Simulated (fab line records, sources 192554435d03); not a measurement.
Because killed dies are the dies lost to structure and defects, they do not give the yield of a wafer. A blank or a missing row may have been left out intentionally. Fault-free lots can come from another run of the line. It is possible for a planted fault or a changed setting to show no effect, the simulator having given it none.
What tool caused it? ; flow n5-finfet ; 9 lots with 27 wafers sampled at 5 steps, on a route of 1938 steps

WHAT EACH GAUGE READ, for each wafer
N5_BEOL_M4_RC_MEAS_101. Usual: DIBL_N 36.3 mV/V, standard deviation 1.4; DIBL_P 36.2 mV/V, standard deviation 1.5; IOFF_N 0.160 nA/um, standard deviation 0.021; IOFF_P 0.211 nA/um, standard deviation 0.027; ION_N 676 uA/um, standard deviation 7.7; ION_P 463 uA/um, standard deviation 5.5; SS_N 71.4 mV/dec, standard deviation 0.57; SS_P 73.3 mV/dec, standard deviation 0.58; VT_N 249.3 mV, standard deviation 2.5; VT_P -250.1 mV, standard deviation 2.6.
lot;measured;on;DIBL_N (mV/V);DIBL_P (mV/V);IOFF_N (nA/um);IOFF_P (nA/um);ION_N (uA/um);ION_P (uA/um);SS_N (mV/dec);SS_P (mV/dec);VT_N (mV);VT_P (mV);flag
L657;day 8 15:43;prober-02;37.4 37.2 37.6;37.7 36.4 37.6;0.176 0.156 0.172;0.234 0.216 0.230;681 669 673;472 460 465;71.2 71.7 71.4;74.2 74.4 73.6;245.6 251.1 246.3;-246.2 -246.7 -246.6;
L658;day 8 21:04;prober-02;37.4 35.2 37.5;38.7 35.6 38.4;0.190 0.150 0.201;0.217 0.176 0.208;691 671 688;466 457 466;71.3 70.5 71.4;72.6 72.5 72.7;247.0 248.2 245.2;-251.9 -253.0 -251.5;
L660;day 9 13:05;prober-01;38.6 38.2 37.8;37.1 37.4 35.5;0.156 0.152 0.137;0.234 0.229 0.201;668 673 674;467 469 461;71.9 71.0 71.8;73.6 73.6 73.1;252.9 249.7 253.1;-250.9 -249.4 -250.7;
L661;day 9 22:33;prober-01;37.1 35.9 36.6;35.6 34.0 34.4;0.154 0.139 0.144;0.203 0.198 0.193;673 677 665;460 469 468;71.1 70.9 70.8;73.5 72.5 72.9;250.1 249.1 248.3;-250.2 -248.9 -249.8;
L666;day 11 06:19;prober-02;36.0 37.8 36.2;36.1 38.2 35.8;0.147 0.174 0.149;0.180 0.200 0.172;659 682 663;455 460 446;72.1 71.9 71.4;73.0 74.3 72.8;251.5 248.3 252.0;-253.5 -251.7 -255.1;
L667;day 11 20:33;prober-01;35.0 36.3 35.6;35.5 37.1 36.3;0.161 0.175 0.160;0.210 0.234 0.216;678 687 682;462 473 464;72.0 71.6 71.2;73.1 73.6 73.1;249.6 248.8 248.1;-250.3 -247.4 -248.5;
L672;day 12 19:37;prober-02;35.0 35.2 38.0;34.3 34.6 37.7;0.146 0.144 0.191;0.194 0.202 0.251;679 667 679;467 462 467;70.6 70.2 70.8;72.6 72.6 73.4;249.2 249.8 243.9;-249.9 -249.2 -248.9;
L675;day 13 12:47;prober-01;36.7 34.1 34.5;38.9 35.2 36.2;0.172 0.128 0.141;0.245 0.191 0.199;678 662 671;468 462 461;71.2 70.9 70.6;73.8 72.5 73.5;248.6 250.9 251.8;-249.6 -248.4 -251.2;
L676;day 13 20:19;prober-01;36.9 36.1 37.2;37.2 36.4 37.9;0.179 0.162 0.189;0.233 0.231 0.242;680 683 687;468 469 471;71.7 71.4 72.7;73.4 74.0 74.3;249.0 249.9 247.6;-246.6 -250.1 -248.8;

EACH LOT AND THE TOOL THAT RAN IT (in order: tool; ch and the chambers of the sampled wafers; start)
lot;N5_DUMMY_GATE_DESCUM_20;N5_DUMMY_GATE_ETCH_29;N5_DUMMY_GATE_STRIP_41;N5_DUMMY_GATE_STRIP_48
L657;rie-diel-02 ch 0,1,3, day 3 16:52;rie-diel-02 ch 0,1,3, day 3 16:56;rie-diel-01 ch 0,1,2, day 3 17:22;rie-diel-01 ch 0,1,2, day 3 17:52
L658;rie-diel-02 ch 1,2, day 3 23:46;rie-diel-02 ch 1,2, day 3 23:50;rie-diel-01 ch 0,1,3, day 4 00:26;rie-diel-02 ch 0,2,3, day 4 00:56
L660;rie-diel-03 ch 0,3, day 4 11:14;rie-diel-03 ch 0,3, day 4 11:18;rie-diel-02 ch 0,1,3, day 4 11:44;rie-diel-03 ch 1,3, day 4 12:14
L661;rie-diel-01 ch 2,3, day 4 16:43;rie-diel-01 ch 2,3, day 4 16:46;rie-diel-01 ch 1,2,3, day 4 17:10;rie-diel-01 ch 1,2,3, day 4 17:40
L666;rie-diel-01 ch 1,2,3, day 6 02:26;rie-diel-01 ch 1,2,3, day 6 02:30;rie-diel-02 ch 2,3, day 6 02:58;rie-diel-01 ch 2,3, day 6 03:28
L667;rie-diel-02 ch 0,1,2, day 6 06:20;rie-diel-02 ch 0,1,2, day 6 06:23;rie-diel-03 ch 0,1,2, day 6 06:48;rie-diel-02 ch 0,1,3, day 6 07:17
L672;rie-diel-01 ch 0,3, day 7 15:33;rie-diel-01 ch 0,3, day 7 15:37;rie-diel-01 ch 0,2,3, day 7 16:02;rie-diel-02 ch 1,2,3, day 7 16:32
L675;rie-diel-01 ch 0,1,3, day 8 04:06;rie-diel-01 ch 0,1,3, day 8 04:10;rie-diel-02 ch 0,2, day 8 04:34;rie-diel-02 ch 0,3, day 8 05:04
L676;rie-diel-01 ch 1,2,3, day 8 13:16;rie-diel-01 ch 1,2,3, day 8 13:19;rie-diel-01 ch 0,1, day 8 13:44;rie-diel-03 ch 0,1,3, day 8 14:13
- N5_DUMMY_GATE_DESCUM_20: chemistry O2, time 6.2 s.
- N5_DUMMY_GATE_ETCH_29: etches underlayer in N2/H2, target depth 13 nm.
- N5_DUMMY_GATE_STRIP_41: strips in O2.
- N5_DUMMY_GATE_STRIP_48: strips in N2/H2, time 20 s.

AS READ BY THE TOOLS THEMSELVES (means over the sampled wafers that have a number; for cases with no such wafer, the mark the record gives instead)
N5_DUMMY_GATE_DESCUM_20. Usual: drypump-motor-current-A 5.6 A, standard deviation 0.52; oes-product-au 0.81 a.u., standard deviation 0.088; rf-vpp-V 243.7 V, standard deviation 1.3; showerhead-plenum-p-Torr 2.13 Torr, standard deviation 0.065; throttle-valve-pct 20.37 %, standard deviation 0.22.
lot;tool;drypump-motor-current-A (A);oes-product-au (a.u.);rf-vpp-V (V);showerhead-plenum-p-Torr (Torr);throttle-valve-pct (%);flag
L657;rie-diel-02;5.6;0.74;244.7;2.14;20.43;
L658;rie-diel-02;5.6;0.76;241.6;2.06;20.66;
L660;rie-diel-03;5.7;0.68;242.6;2.12;20.56;
L661;rie-diel-01;5.1;0.89;243.1;2.07;20.17;
L666;rie-diel-01;5.3;0.86;243.6;2.10;20.27;
L667;rie-diel-02;5.7;0.77;242.9;2.09;20.42;
L672;rie-diel-01;5.6;0.89;245.0;2.17;20.40;
L675;rie-diel-01;5.7;0.85;244.6;2.15;20.41;
L676;rie-diel-01;5.4;0.84;243.3;2.09;20.29;

N5_DUMMY_GATE_ETCH_29. Usual: drypump-motor-current-A 5.6 A, standard deviation 0.51; oes-product-au 0.81 a.u., standard deviation 0.088; rf-fwd-power-W 832 W, standard deviation 3.4; rf-vpp-V 525.0 V, standard deviation 2.3; showerhead-plenum-p-Torr 2.58 Torr, standard deviation 0.081; throttle-valve-pct 17.79 %, standard deviation 0.21.
lot;tool;drypump-motor-current-A (A);oes-product-au (a.u.);rf-fwd-power-W (W);rf-vpp-V (V);showerhead-plenum-p-Torr (Torr);throttle-valve-pct (%);flag
L657;rie-diel-02;5.6;0.74;834;525.2;2.61;17.91;
L658;rie-diel-02;5.5;0.76;833;522.8;2.51;18.10;
L660;rie-diel-03;5.7;0.69;834;524.3;2.57;18.01;
L661;rie-diel-01;5.1;0.90;830;523.6;2.52;17.52;
L666;rie-diel-01;5.4;0.86;828;524.3;2.54;17.65;
L667;rie-diel-02;5.7;0.80;899;511.8;2.55;17.91;OFF
L672;rie-diel-01;5.6;0.88;829;527.1;2.62;17.75;
L675;rie-diel-01;5.6;0.85;829;526.5;2.61;17.79;
L676;rie-diel-01;5.4;0.83;832;524.1;2.54;17.67;

N5_DUMMY_GATE_STRIP_41. Usual: drypump-motor-current-A 5.6 A, standard deviation 0.49; oes-product-au 0.82 a.u., standard deviation 0.084; rf-vpp-V 3.7 V, standard deviation 0.5; showerhead-plenum-p-Torr 2.13 Torr, standard deviation 0.067; throttle-valve-pct 16.60 %, standard deviation 0.21.
lot;tool;drypump-motor-current-A (A);oes-product-au (a.u.);rf-vpp-V (V);showerhead-plenum-p-Torr (Torr);throttle-valve-pct (%);flag
L657;rie-diel-01;5.5;0.86;3.8;2.14;16.50;
L658;rie-diel-01;5.7;0.89;4.3;2.17;16.56;
L660;rie-diel-02;5.6;0.74;3.4;2.14;16.70;
L661;rie-diel-01;5.3;0.87;4.1;2.11;16.47;
L666;rie-diel-02;5.0;0.75;3.5;2.12;16.76;
L667;rie-diel-03;6.2;0.88;3.8;2.16;16.41;
L672;rie-diel-01;5.4;0.86;3.4;2.14;16.56;
L675;rie-diel-02;5.4;0.80;3.6;2.08;16.55;
L676;rie-diel-01;5.7;0.80;3.7;2.15;16.65;

N5_DUMMY_GATE_STRIP_48. Usual: drypump-motor-current-A 5.7 A, standard deviation 0.52; oes-product-au 0.83 a.u., standard deviation 0.088; rf-vpp-V 45.5 V, standard deviation 0.78; showerhead-plenum-p-Torr 3.43 Torr, standard deviation 0.1; throttle-valve-pct 12.06 %, standard deviation 0.24.
lot;tool;drypump-motor-current-A (A);oes-product-au (a.u.);rf-vpp-V (V);showerhead-plenum-p-Torr (Torr);throttle-valve-pct (%);flag
L657;rie-diel-01;5.5;0.87;46.3;3.43;11.93;
L658;rie-diel-02;5.4;0.78;45.7;3.44;12.11;
L660;rie-diel-03;6.1;0.71;46.3;3.47;12.45;
L661;rie-diel-01;5.4;0.88;45.5;3.38;11.91;
L666;rie-diel-01;5.1;0.88;44.9;3.34;11.83;
L667;rie-diel-02;5.6;0.73;45.2;3.45;12.33;
L672;rie-diel-02;5.3;0.73;44.9;3.36;12.39;
L675;rie-diel-02;5.3;0.72;45.5;3.48;12.29;
L676;rie-diel-03;6.0;0.85;45.2;3.41;11.97;

THE ANSWER, worked out from the rows above alone
Rule: a lot is off if the mean of its wafers that have a number lies more than 3 standard deviations from the usual mean. A lot without any number at a reading at which 4 lots or more have one is off too. Where the step has rows for the other lots, those lots are counted as sound. First the gauges in route order, then the tools' own readings, where a lot's mean is used as printed above. The first step at which some lot is off is used, and at that step the reading that is off furthest; a lot without a number counts as furthest.
Off at N5_DUMMY_GATE_ETCH_29 (rf-fwd-power-W): L667.
If a tool, at that step or one of the process steps before it, ran each lot that is off and ran no sound lot following the first of them, it fits. One candidate fits, namely rie-diel-02 at N5_DUMMY_GATE_DESCUM_20 and N5_DUMMY_GATE_ETCH_29. At N5_DUMMY_GATE_DESCUM_20 its last sound lot is L658 (day 3 23:46), its first lot that is off L667 (day 6 06:20): a fault that began between those two fits.

WHAT THE SIMULATOR PUT IN
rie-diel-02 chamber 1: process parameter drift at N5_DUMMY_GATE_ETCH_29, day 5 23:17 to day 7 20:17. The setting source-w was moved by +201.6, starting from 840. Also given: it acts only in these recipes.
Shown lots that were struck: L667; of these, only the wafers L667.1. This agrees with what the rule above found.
